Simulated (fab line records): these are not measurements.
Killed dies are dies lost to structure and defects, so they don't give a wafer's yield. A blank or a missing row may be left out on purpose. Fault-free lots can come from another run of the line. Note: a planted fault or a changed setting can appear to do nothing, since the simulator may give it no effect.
fab line records | flow n5-finfet
record lots=10 wafers=30 last-day=18
route steps=1938 shown SD_EPI_N@288 SD_EPI_P@322 SD_ACTIVATION@331 ILD0@345 BEOL_M4@1111 PASSIVATION@1936
lots that met no fault: from a run of the same line without faults
start-h: start of the lot's first displayed wafer, in hours after the record's first day | wait-h: time in hours since the lot's previous step | " identical to the entry in the row above | L1.1+2: several wafers, shown together as one row | - no value, or no start given | * or withheld: withheld | < > ~ a bound
route shown NAME@n: names a module that has steps shown in the file, with the first one's number in the route | usual: mean/standard deviation of fault-free wafers | same: alike in all rows | chamber/n: place in a boat | sites: the reading at each site | _std_site: the standard deviation of these | _edge_site: mean of outer sites minus mean of inner sites | radius-mm: for every site, how far away it sits from the centre of the wafer | mask NAME#n: copy n | behind: the most recent tool/chamber to have shaped the wafer | hold: reason for holding the lot/hours on hold/outcome of the hold | device: which transistor (n, p or np) failed to switch | end of line: at the end of the route, the tests of the same wafers | where a step has no rows: the recipe by itself | killed: count of dies lost to structure and defects at first sort (not the wafer's yield) | map: shows each die of a wafer: x if killed, . if not, _ if none is there
set.NAME: setting as actually run; set.NAME@STEP: the setting as run at that earlier step | model.NAME: the simulator's own value behind a step, which no gauge read
steps of the route over a sample of lots; a table a step, a row a wafer
services: a tool's chamber out of use, with start hour (start-h, from the record's first day; less than 0 if before it), hours out, and reason
## steps
# step N5_SD_EPI_N_EPI_21
# recipe material=Si:P dopant=P temp-c=680 pressure-torr=255 time-s=690
# columns lot.wafer tool chamber start-h wait-h
L327.1+4+6 epi-rpcvd-03 0 63.35 0.2
L335.3+4+5 epi-rpcvd-04 0 112.22 0.7
L336.1+4+5 epi-rpcvd-03 0 116.06 0.1
L337.1+2+5 epi-rpcvd-03 0 128.70 0.1
L339.2+3+5 epi-rpcvd-04 0 137.97 0.4
L340.1+2+4 epi-rpcvd-02 0 147.56 0.1
L344.2+5+6 epi-rpcvd-02 0 164.82 0.5
L345.1+4+6 epi-rpcvd-04 0 171.30 0.1
L347.2+3+4 epi-rpcvd-02 0 183.81 0.9
L348.1+2+6 epi-rpcvd-03 0 188.17 0.1
# step N5_SD_EPI_P_EPI_MEAS_23
# recipe mode=xrd
# usual thk-nm=61.0/1.2
# columns lot.wafer tool chamber start-h wait-h thk-nm
L327.1 film-metro-01 - 72.06 2.4 62.0
L327.4 " - " " 61.7
L327.6 " - " " 61.1
L335.3 film-metro-02 - 119.00 1.5 62.0
L335.4 " - " " 60.1
L335.5 " - " " 63.4
L336.1 film-metro-02 - 122.46 1.8 61.0
L336.4 " - " " 61.2
L336.5 " - " " 61.1
L337.1 film-metro-02 - 136.26 2.4 62.9
L337.2 " - " " 62.9
L337.5 " - " " 61.2
L339.2 film-metro-01 - 143.89 1.5 61.4
L339.3 " - " " 61.5
L339.5 " - " " 60.3
L340.1 film-metro-01 - 153.86 1.8 59.8
L340.2 " - " " 61.4
L340.4 " - " " 61.8
L344.2 film-metro-01 - 171.63 1.5 58.0
L344.5 " - " " 60.8
L344.6 " - " " 60.0
L345.1 film-metro-02 - 177.48 1.8 62.3
L345.4 " - " " 59.8
L345.6 " - " " 61.9
L347.2 film-metro-02 - 192.01 1.5 62.0
L347.3 " - " " 62.7
L347.4 " - " " 62.4
L348.1 film-metro-01 - 194.98 1.8 62.2
L348.2 " - " " 61.0
L348.6 " - " " 61.2
# step N5_SD_ACTIVATION_LSA_01
# recipe temp-c=1080 time-s=0.0008 ambient=N2
# usual wafer_temp_C_max=1086.5/1.2
# columns lot.wafer tool chamber start-h wait-h wafer_temp_C_max
L327.1 laser-anneal-01 0 72.46 0.2 1086.2
L327.4 " 0 " " 1085.7
L327.6 " 0 " " 1086.2
L335.3 laser-anneal-02 0 119.67 0.2 1087.0
L335.4 " 0 " " 1087.6
L335.5 " 0 " " 1088.2
L336.1 laser-anneal-01 0 122.95 0.2 1088.1
L336.4 " 0 " " 1084.3
L336.5 " 0 " " 1084.7
L337.1 laser-anneal-02 0 136.75 0.2 1085.2
L337.2 " 0 " " 1085.5
L337.5 " 0 " " 1085.9
L339.2 laser-anneal-02 0 144.86 0.3 1088.3
L339.3 " 0 " " 1087.9
L339.5 " 0 " " 1088.3
L340.1 laser-anneal-02 0 154.42 0.2 1087.1
L340.2 " 0 " " 1085.7
L340.4 " 0 " " 1086.2
L344.2 laser-anneal-01 0 172.12 0.2 1085.8
L344.5 " 0 " " 1083.8
L344.6 " 0 " " 1086.4
L345.1 laser-anneal-02 0 177.89 0.2 1085.9
L345.4 " 0 " " 1086.1
L345.6 " 0 " " 1086.4
L347.2 laser-anneal-02 0 192.46 0.2 1086.4
L347.3 " 0 " " 1086.3
L347.4 " 0 " " 1086.9
L348.1 laser-anneal-01 0 195.40 0.2 1086.8
L348.2 " 0 " " 1087.0
L348.6 " 0 " " 1086.5
# step N5_SD_ACTIVATION_RS_MEAS_03
# recipe thk-meas-gauge=four-point-probe
# usual RS_SD_N=21.88/0.26 RS_SD_P=55.9/0.83
# columns lot.wafer tool chamber start-h wait-h RS_SD_N[ohm/sq] RS_SD_P[ohm/sq]
L327.1 film-metro-01 - 72.66 0.2 21.89 56.7
L327.4 " - " " 21.81 57.0
L327.6 " - " " 22.37 56.2
L335.3 film-metro-01 - 119.86 0.2 21.95 56.1
L335.4 " - " " 22.14 56.0
L335.5 " - " " 22.06 54.9
L336.1 film-metro-01 - 123.15 0.2 41.06 55.2
L336.4 " - " " 41.59 54.9
L336.5 " - " " 41.77 55.9
L337.1 film-metro-02 - 136.96 0.2 40.67 55.6
L337.2 " - " " 41.17 55.7
L337.5 " - " " 40.80 55.4
L339.2 film-metro-01 - 145.05 0.2 21.95 56.2
L339.3 " - " " 21.83 55.7
L339.5 " - " " 22.07 56.7
L340.1 film-metro-01 - 154.63 0.2 21.83 55.8
L340.2 " - " " 21.70 55.7
L340.4 " - " " 22.07 56.6
L344.2 film-metro-01 - 172.31 0.2 21.83 56.6
L344.5 " - " " 22.01 56.3
L344.6 " - " " 21.53 56.1
L345.1 film-metro-01 - 178.09 0.2 21.63 56.5
L345.4 " - " " 21.08 56.2
L345.6 " - " " 21.46 56.2
L347.2 film-metro-01 - 192.65 0.2 22.18 53.4
L347.3 " - " " 22.07 53.7
L347.4 " - " " 22.18 53.7
L348.1 film-metro-02 - 195.60 0.2 21.94 57.4
L348.2 " - " " 22.12 55.9
L348.6 " - " " 22.23 56.6
# step N5_ILD0_THK_MEAS_13
# usual thk-nm=17.8/0.96
# columns lot.wafer tool chamber start-h wait-h thk-nm
L327.1 film-metro-02 - 79.76 - 17.4
L327.4 " - " " 18.5
L327.6 " - " " 15.7
L335.3 film-metro-01 - 126.46 - 17.2
L335.4 " - " " 16.7
L335.5 " - " " 18.1
L336.1 film-metro-01 - 129.96 - 18.2
L336.4 " - " " 18.6
L336.5 " - " " 16.8
L337.1 film-metro-02 - 143.87 - 17.1
L337.2 " - " " 18.6
L337.5 " - " " 18.0
L339.2 film-metro-02 - 151.69 - 20.1
L339.3 " - " " 17.4
L339.5 " - " " 19.7
L340.1 film-metro-01 - 161.18 - 18.3
L340.2 " - " " 19.2
L340.4 " - " " 19.9
L344.2 film-metro-02 - 179.93 - 17.3
L344.5 " - " " 17.9
L344.6 " - " " 17.6
L345.1 film-metro-01 - 186.21 - 17.4
L345.4 " - " " 18.0
L345.6 " - " " 17.7
L347.2 film-metro-01 - 199.56 - 19.4
L347.3 " - " " 17.9
L347.4 " - " " 19.4
L348.1 film-metro-02 - 202.54 - 19.2
L348.2 " - " " 17.0
L348.6 " - " " 18.3
# step N5_BEOL_M4_RC_MEAS_101
# usual DIBL_N=36.0/1.7 DIBL_P=36.0/2 IOFF_N=0.156/0.028 IOFF_N_85C=3.1/0.45 IOFF_N_LIN=0.072/0.01 IOFF_P=0.21/0.04 ION_N=673/12 ION_P=463/8.3 RC_DENSE_N=19.1/0.46 RC_N=15.5/0.37 REXT_N=75.7/1.7 RS_SD_N=28.4/0.35 SS_N=71.4/0.6 SS_P=73.3/0.66 VT_N=250/3 VT_N_LVT=98.9/2.9 VT_P=-250/3.8
# columns lot.wafer tool chamber start-h wait-h DIBL_N[mV/V] DIBL_P[mV/V] IOFF_N[nA/um] IOFF_N_85C[nA/um] IOFF_N_LIN[nA/um] IOFF_P[nA/um] ION_N[uA/um] ION_P[uA/um] RC_DENSE_N[ohm.um] RC_N[ohm.um] REXT_N[ohm.um] RS_SD_N[ohm/sq] SS_N[mV/dec] SS_P[mV/dec] VT_N[mV] VT_N_LVT[mV] VT_P[mV]
L327.1 prober-02 0 169.30 0.0 35.8 35.5 0.155 3.1 0.070 0.16 674 460 18.1 14.8 78.1 28.9 72.5 73.2 250 98.3 -257
L327.4 " 0 " " 38.5 39.1 0.207 3.9 0.086 0.22 680 454 19.2 15.6 79.1 28.4 72.3 74.7 248 94.3 -251
L327.6 " 0 " " 35.0 35.3 0.146 3.0 0.068 0.17 668 454 19.8 16.0 79.9 29.2 70.5 73.0 248 97.6 -256
L335.3 prober-02 0 227.16 0.3 32.3 32.4 0.112 2.4 0.056 0.19 658 462 19.7 16.1 75.7 28.3 70.2 72.7 254 104.7 -249
L335.4 " 0 " " 34.6 35.4 0.156 3.1 0.071 0.23 682 467 19.3 15.8 75.0 28.2 71.0 73.5 250 100.4 -247
L335.5 " 0 " " 34.7 35.3 0.142 2.9 0.066 0.22 660 459 20.0 16.3 75.2 28.1 71.6 73.2 252 102.6 -247
L336.1 prober-01 0 236.13 0.0 32.2 38.8 0.094 1.9 0.050 0.28 592 477 38.8 31.6 137.5 51.8 70.9 74.7 260 107.8 -247
L336.4 " 0 " " 25.7 30.8 0.045 1.1 0.027 0.16 557 465 38.7 31.6 136.4 52.2 69.2 72.3 270 116.9 -252
L336.5 " 0 " " 28.4 34.7 0.061 1.4 0.035 0.21 567 463 38.9 31.2 138.8 52.5 70.1 73.2 268 113.2 -252
L337.1 prober-02 0 238.77 0.0 28.0 35.3 0.068 1.5 0.038 0.23 576 467 37.5 30.3 129.6 50.9 69.5 72.4 263 113.5 -245
L337.2 " 0 " " 26.8 34.6 0.060 1.4 0.035 0.23 571 474 35.8 29.5 132.0 51.8 69.5 72.7 264 116.3 -247
L337.5 " 0 " " 28.6 36.7 0.079 1.7 0.043 0.27 591 480 35.5 28.8 128.4 51.2 70.4 73.8 262 112.0 -245
L339.2 prober-01 0 245.12 0.2 35.5 34.7 0.141 2.8 0.063 0.20 656 460 18.2 14.9 76.2 28.6 70.8 73.3 254 100.5 -251
L339.3 " 0 " " 37.3 36.9 0.182 3.5 0.081 0.23 684 472 19.1 15.6 74.8 28.3 71.4 72.7 249 96.0 -248
L339.5 " 0 " " 37.1 37.1 0.174 3.4 0.078 0.24 688 467 19.6 15.7 76.1 28.3 71.6 73.9 249 97.1 -248
L340.1 prober-02 0 254.02 0.0 38.0 39.2 0.202 3.8 0.089 0.22 691 464 19.4 15.8 75.7 27.9 72.0 74.4 245 94.8 -251
L340.2 " 0 " " 36.2 36.7 0.174 3.4 0.079 0.19 681 458 18.4 14.9 74.4 27.8 71.3 73.9 248 96.3 -252
L340.4 " 0 " " 33.9 34.5 0.133 2.7 0.065 0.16 667 457 19.0 15.5 75.8 28.5 70.4 73.4 251 99.0 -256
L344.2 prober-02 0 289.62 0.2 34.4 34.3 0.118 2.4 0.058 0.18 667 462 18.9 15.5 74.1 27.9 70.8 72.6 256 104.1 -251
L344.5 " 0 " " 35.9 36.0 0.145 2.9 0.070 0.21 662 456 18.4 15.1 75.5 28.3 71.1 73.1 250 100.2 -251
L344.6 " 0 " " 34.5 33.9 0.125 2.5 0.061 0.18 662 463 19.1 15.7 74.3 28.2 71.1 72.5 252 103.3 -252
L347.2 prober-01 0 298.67 0.2 35.1 35.2 0.132 2.7 0.063 0.16 676 463 19.8 16.1 77.5 28.8 70.9 72.4 251 100.7 -254
L347.3 " 0 " " 36.1 36.0 0.156 3.0 0.071 0.18 674 461 19.1 15.7 77.2 28.5 71.5 73.2 250 96.6 -256
L347.4 " 0 " " 35.9 36.8 0.150 3.0 0.070 0.19 680 462 18.9 15.4 78.6 28.6 71.0 72.9 251 98.3 -253
L345.1 prober-01 0 300.79 0.0 38.1 38.5 0.208 3.8 0.092 0.24 692 468 18.7 15.3 77.5 27.6 71.7 73.9 247 94.5 -249
L345.4 " 0 " " 37.2 36.4 0.179 3.4 0.080 0.20 673 455 19.0 15.4 76.8 27.4 71.9 73.5 249 96.0 -254
L345.6 " 0 " " 38.8 38.3 0.202 3.7 0.090 0.25 686 466 18.8 15.4 77.0 28.1 72.1 74.6 246 94.7 -250
L348.1 prober-02 0 312.58 0.0 36.8 37.8 0.184 3.5 0.083 0.23 694 471 19.2 15.6 73.6 28.5 71.0 73.2 246 94.7 -249
L348.2 " 0 " " 36.1 37.0 0.167 3.2 0.077 0.21 684 464 19.5 15.7 74.5 28.6 71.1 72.9 248 95.8 -251
L348.6 " 0 " " 36.3 36.7 0.166 3.2 0.074 0.21 680 459 18.7 15.4 74.2 28.5 71.8 73.4 247 97.2 -253
# step N5_PASSIVATION_PROBE_49
# usual defect-limited-yield=91.6/1.6 killed_at_M0_to_M3=31/10 killed_at_M4_up=14/6.3 killed-at-contacts=12/6.1 killed-at-front-end=39/12 killed-at-other=3.7/2.8 killed-dies=100/19 killed-open=66/14 killed-short=33/8.1 sort_bin_5_function=5.0/1.1 sort_bin_6_memory=3.2/0.66 sort_bin_8_speed=0.01/0.077 sort-n-pass=1080/18 sort-yield-pct=91.6/1.6
# same gross-dies=1180 killed-at-back-side=0 sort_bin_4_leakage[%]=0
# columns lot.wafer tool chamber start-h wait-h defect-limited-yield[%] killed_at_M0_to_M3 killed_at_M4_up killed-at-contacts killed-at-front-end killed-at-other killed-dies killed-open killed-short sort_bin_5_function[%] sort_bin_6_memory[%] sort_bin_8_speed[%] sort-n-pass sort-yield-pct[%]
L335.3 prober-01 - 331.12 0.1 89.7 48 12 8 51 3 122 83 36 6.7 3.2 0 1058 89.7
L335.4 prober-01 - 331.17 0.2 91.7 33 12 11 37 5 98 50 44 5.5 2.5 0 1082 91.7
L335.5 prober-01 - 331.22 0.2 91.1 43 20 13 28 1 105 58 45 5.7 2.7 0 1075 91.1
L337.1 prober-02 - 339.01 0.0 91.2 27 16 7 52 2 104 59 45 5.3 3.1 91.19 0 0
L337.2 prober-02 - 339.06 0.1 87.6 47 24 23 44 8 146 95 50 6.9 4.7 87.63 0 0
L337.5 prober-02 - 339.21 0.2 91.5 20 19 6 52 3 100 67 32 4.4 3.9 91.53 0 0
L336.1 prober-01 - 339.24 0.0 92.1 38 11 6 31 7 93 68 24 4.2 3.5 92.12 0 0
L336.4 prober-01 - 339.39 0.2 93.1 32 15 4 29 2 82 59 23 4.5 2.0 93.05 0 0
L336.5 prober-01 - 339.44 0.2 93.9 26 9 4 25 8 72 44 25 3.1 2.5 93.90 0 0
L339.2 prober-02 - 347.35 0.1 92.6 24 25 2 33 3 87 54 33 4.1 3.1 0 1093 92.6
L339.3 prober-02 - 347.40 0.1 91.4 32 10 13 44 3 102 69 33 5.6 2.9 0 1078 91.4
L339.5 prober-02 - 347.50 0.2 92.9 12 25 8 38 1 84 59 25 4.2 2.8 0 1096 92.9
L340.1 prober-02 - 366.44 0.0 91.8 28 14 6 48 1 97 63 34 5.0 3.1 0 1083 91.8
L340.2 prober-02 - 366.49 0.1 91.4 36 9 7 47 2 101 64 37 5.5 2.8 0 1079 91.4
L340.4 prober-02 - 366.59 0.2 88.1 40 21 16 60 3 140 114 24 7.3 4.5 0 1040 88.1
L347.2 prober-01 - 399.74 0.1 92.3 26 8 20 25 12 91 57 33 4.2 3.3 0 1089 92.3
L347.3 prober-01 - 399.79 0.1 89.1 34 17 20 54 4 129 77 46 6.7 3.8 0 1051 89.1
L347.4 prober-01 - 399.84 0.2 92.1 24 13 16 28 12 93 62 28 5.0 2.5 0 1087 92.1
L345.1 prober-02 - 404.40 0.0 92.7 21 18 4 39 4 86 60 25 4.7 2.4 0 1094 92.7
L345.4 prober-02 - 404.55 0.2 92.6 23 22 6 34 2 87 56 29 4.2 2.9 0 1093 92.6
L345.6 prober-02 - 404.65 0.3 93.0 25 17 13 27 1 83 51 32 4.6 2.2 0 1097 93.0
# killed by level:class
L335.3 BEOL_M0_SAQP:geometric-particle:open=15 FIN_SAQP:geometric-particle:short=13 BEOL_M3:geometric-particle:open=11 FIN_SAQP:geometric-particle:open=10 BEOL_M0_SAQP:geometric-particle:short=10 STI_FIN_REVEAL:geometric-particle:open=9 BEOL_M2:geometric-particle:open=8 MOL_CONTACT_COAG:geometric-particle:open=7
L335.4 FIN_SAQP:geometric-particle:short=12 BEOL_M0_SAQP:geometric-particle:short=12 FIN_SAQP:geometric-particle:open=8 MOL_CONTACT_COAG:geometric-particle:open=8 BEOL_M0_SAQP:geometric-particle:open=6 BEOL_M3:geometric-particle:open=4 STI_FIN_REVEAL:geometric-particle:open=3 DUMMY_GATE:geometric-particle:open=3
L335.5 BEOL_M0_SAQP:geometric-particle:short=17 MOL_CONTACT_COAG:geometric-particle:open=10 GATE_CUT:geometric-particle:short=8 BEOL_M0_SAQP:geometric-particle:open=7 BEOL_M3:geometric-particle:open=6 BEOL_M4:geometric-particle:open=6 STI_FIN_REVEAL:geometric-particle:open=5 BEOL_M1:geometric-particle:open=5
L337.1 GATE_CUT:geometric-particle:short=13 FIN_SAQP:geometric-particle:open=10 FIN_SAQP:geometric-particle:short=8 BEOL_M3:geometric-particle:open=8 MOL_CONTACT_COAG:geometric-particle:open=7 BEOL_M0_SAQP:geometric-particle:short=7 BEOL_M5:geometric-particle:open=7 STARTING-WAFER:geometric-particle:short=6
L337.2 MOL_CONTACT_COAG:geometric-particle:open=18 FIN_SAQP:geometric-particle:open=13 FIN_SAQP:geometric-particle:short=11 BEOL_M0_SAQP:geometric-particle:short=11 BEOL_M2:geometric-particle:open=8 BEOL_M3:geometric-particle:open=8 GATE_CUT:geometric-particle:short=7 BEOL_M0_SAQP:geometric-particle:open=7
L337.5 FIN_SAQP:geometric-particle:open=11 STI_FIN_REVEAL:geometric-particle:open=9 FIN_SAQP:geometric-particle:short=8 BEOL_M3:geometric-particle:open=7 GATE_CUT:geometric-particle:open=6 GATE_CUT:geometric-particle:short=6 MOL_CONTACT_COAG:geometric-particle:open=6 BEOL_M7:geometric-particle:open=4
L336.1 BEOL_M2:geometric-particle:open=14 BEOL_M3:geometric-particle:open=12 FIN_SAQP:geometric-particle:open=10 GATE_CUT:geometric-particle:short=6 BEOL_M4:geometric-particle:open=6 DUMMY_GATE:geometric-particle:open=4 MOL_CONTACT_COAG:geometric-particle:open=4 BEOL_M1:geometric-particle:open=3
L336.4 BEOL_M2:geometric-particle:open=9 FIN_SAQP:geometric-particle:open=8 BEOL_M3:geometric-particle:open=6 FIN_SAQP:geometric-particle:short=5 BEOL_M0_SAQP:geometric-particle:open=5 GATE_CUT:geometric-particle:short=4 BEOL_M1:geometric-particle:open=4 BEOL_M4:geometric-particle:open=4
L336.5 BEOL_M2:geometric-particle:open=7 FIN_SAQP:geometric-particle:short=5 GATE_CUT:geometric-particle:short=5 BEOL_M4:geometric-particle:open=5 BEOL_M0_SAQP:geometric-particle:open=4 BEOL_M0:geometric-particle:open=4 BEOL_M3:geometric-particle:open=4 GATE_CUT:geometric-particle:open=3
L339.2 BEOL_M4:geometric-particle:open=16 FIN_SAQP:geometric-particle:short=7 BEOL_M0_SAQP:geometric-particle:short=7 ILD0:geometric-particle:open=6 BEOL_M0_SAQP:geometric-particle:open=6 DUMMY_GATE:geometric-particle:open=4 BEOL_M1:geometric-particle:open=4 BEOL_M3:geometric-particle:open=4
L339.3 STI_FIN_REVEAL:geometric-particle:open=14 MOL_CONTACT_COAG:geometric-particle:open=11 BEOL_M0_SAQP:geometric-particle:open=10 BEOL_M0_SAQP:geometric-particle:short=7 BEOL_M3:geometric-particle:open=7 ILD0:geometric-particle:open=6 ILD0:geometric-particle:short=6 BEOL_M4:geometric-particle:open=6
L339.5 BEOL_M4:geometric-particle:open=12 FIN_SAQP:geometric-particle:open=11 ILD0:geometric-particle:short=7 MOL_CONTACT_COAG:geometric-particle:open=7 FIN_SAQP:geometric-particle:short=5 DUMMY_GATE:geometric-particle:open=4 BEOL_M2:geometric-particle:open=4 BEOL_M3:geometric-particle:open=4
L340.1 BEOL_M0_SAQP:geometric-particle:open=10 STI_FIN_REVEAL:geometric-particle:open=7 BEOL_M2:geometric-particle:open=7 FIN_SAQP:geometric-particle:open=5 FIN_SAQP:geometric-particle:short=5 DUMMY_GATE:geometric-particle:open=5 GATE_CUT:geometric-particle:short=5 MOL_CONTACT_COAG:geometric-particle:open=5
L340.2 FIN_SAQP:geometric-particle:open=12 STI_FIN_REVEAL:geometric-particle:open=8 BEOL_M0:geometric-particle:open=8 BEOL_M2:geometric-particle:open=8 FIN_SAQP:geometric-particle:short=7 BEOL_M0_SAQP:geometric-particle:short=7 MOL_CONTACT_COAG:geometric-particle:open=6 BEOL_M3:geometric-particle:open=5
L340.4 FIN_SAQP:geometric-particle:open=17 MOL_CONTACT_COAG:geometric-particle:open=14 BEOL_M3:geometric-particle:open=11 BEOL_M4:geometric-particle:open=11 STI_FIN_REVEAL:geometric-particle:open=10 GATE_CUT:geometric-particle:open=9 BEOL_M0:geometric-particle:open=7 BEOL_M1:geometric-particle:open=6
L347.2 MOL_CONTACT_COAG:geometric-particle:open=14 BEOL_M0_SAQP:geometric-particle:short=8 MOL_CONTACT_COAG:geometric-particle:short=6 FIN_SAQP:geometric-particle:open=5 BEOL_M0_SAQP:geometric-particle:open=5 BEOL_M3:geometric-particle:open=5 STARTING-WAFER:geometric-particle:open=5 BEOL_M1:geometric-particle:open=4
L347.3 FIN_SAQP:geometric-particle:open=17 FIN_SAQP:geometric-particle:short=15 MOL_CONTACT_COAG:geometric-particle:open=13 BEOL_M1:geometric-particle:open=11 BEOL_M3:geometric-particle:open=8 MOL_CONTACT_COAG:geometric-particle:short=7 BEOL_M0_SAQP:geometric-particle:short=7 STI_FIN_REVEAL:geometric-particle:open=6
L347.4 MOL_CONTACT_COAG:geometric-particle:open=13 FIN_SAQP:geometric-particle:short=6 GATE_CUT:geometric-particle:open=6 BEOL_M0_SAQP:geometric-particle:open=6 BEOL_M3:geometric-particle:open=6 BEOL_M0_SAQP:geometric-particle:short=4 BEOL_M2:geometric-particle:open=4 BEOL_M4:geometric-particle:open=4
L345.1 FIN_SAQP:geometric-particle:open=8 BEOL_M1:geometric-particle:open=8 BEOL_M5:geometric-particle:open=7 FIN_SAQP:geometric-particle:short=5 GATE_CUT:geometric-particle:open=5 BEOL_M4:geometric-particle:open=5 MOL_CONTACT_COAG:geometric-particle:open=4 STARTING-WAFER:geometric-particle:open=4
L345.4 BEOL_M4:geometric-particle:open=10 FIN_SAQP:geometric-particle:open=8 BEOL_M5:geometric-particle:open=7 BEOL_M0_SAQP:geometric-particle:short=7 MOL_CONTACT_COAG:geometric-particle:open=6 BEOL_M1:geometric-particle:open=5 FIN_CUT:geometric-particle:short=4 STI_FIN_REVEAL:geometric-particle:open=4
L345.6 MOL_CONTACT_COAG:geometric-particle:open=10 BEOL_M0_SAQP:geometric-particle:short=7 BEOL_M1:geometric-particle:open=7 FIN_SAQP:geometric-particle:short=6 FIN_SAQP:geometric-particle:open=6 BEOL_M4:geometric-particle:open=6 BEOL_M5:geometric-particle:open=4 STI_FIN_REVEAL:geometric-particle:short=3
## services
# columns tool chamber start-h hours kind
laser-anneal-01 - 98.92 1.1 repair
laser-anneal-02 - 109.29 5.2 pm
laser-anneal-01 - 127.60 8.5 repair
laser-anneal-01 - 141.72 26.5 repair
## key
first-sign step=N5_SD_ACTIVATION_RS_MEAS_03 reading=RS_SD_N direction=up sigmas=73 usual=21.88 struck=41.18
effect step=N5_BEOL_M4_RC_MEAS_101 reading=RS_SD_N direction=up sigmas=66 usual=28.4 struck=51.7
effect step=N5_BEOL_M4_RC_MEAS_101 reading=RC_N direction=up sigmas=41 usual=15.5 struck=30.5
effect step=N5_BEOL_M4_RC_MEAS_101 reading=RC_DENSE_N direction=up sigmas=40 usual=19.1 struck=37.5
effect step=N5_BEOL_M4_RC_MEAS_101 reading=REXT_N direction=up sigmas=34 usual=75.7 struck=133.8
effect step=N5_BEOL_M4_RC_MEAS_101 reading=ION_N direction=down sigmas=8.3 usual=673 struck=576
effect step=N5_BEOL_M4_RC_MEAS_101 reading=VT_N_LVT direction=up sigmas=4.9 usual=98.9 struck=113.3
effect step=N5_BEOL_M4_RC_MEAS_101 reading=VT_N direction=up sigmas=4.7 usual=250 struck=264
effect step=N5_BEOL_M4_RC_MEAS_101 reading=DIBL_N direction=down sigmas=4.6 usual=36.0 struck=28.3
effect step=N5_BEOL_M4_RC_MEAS_101 reading=IOFF_N_85C direction=down sigmas=3.4 usual=3.1 struck=1.5
effect step=N5_BEOL_M4_RC_MEAS_101 reading=IOFF_N_LIN direction=down sigmas=3.3 usual=0.072 struck=0.038
effect step=N5_BEOL_M4_RC_MEAS_101 reading=IOFF_N direction=down sigmas=3.2 usual=0.156 struck=0.068
effect step=N5_BEOL_M4_RC_MEAS_101 reading=SS_N direction=down sigmas=2.5 usual=71.4 struck=69.9
effect step=N5_PASSIVATION_PROBE_49 reading=sort_bin_8_speed direction=up sigmas=99+ usual=0.01 struck=91.57
met-at N5_SD_EPI_N_EPI_21
struck-lots L336,L337
not-acting-at N5_SD_EPI_P_EPI_MEAS_23,N5_SD_ACTIVATION_LSA_01,N5_ILD0_THK_MEAS_13
onset-between 63.35 116.06
fault kind=process-parameter-drift tool=epi-rpcvd-03 chamber=- onset-h=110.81 steps=N5_SD_EPI_N_EPI_21 channel=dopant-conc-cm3 offset=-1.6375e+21 shape=step end-h=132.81 acts-in=these-recipes-only stated=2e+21
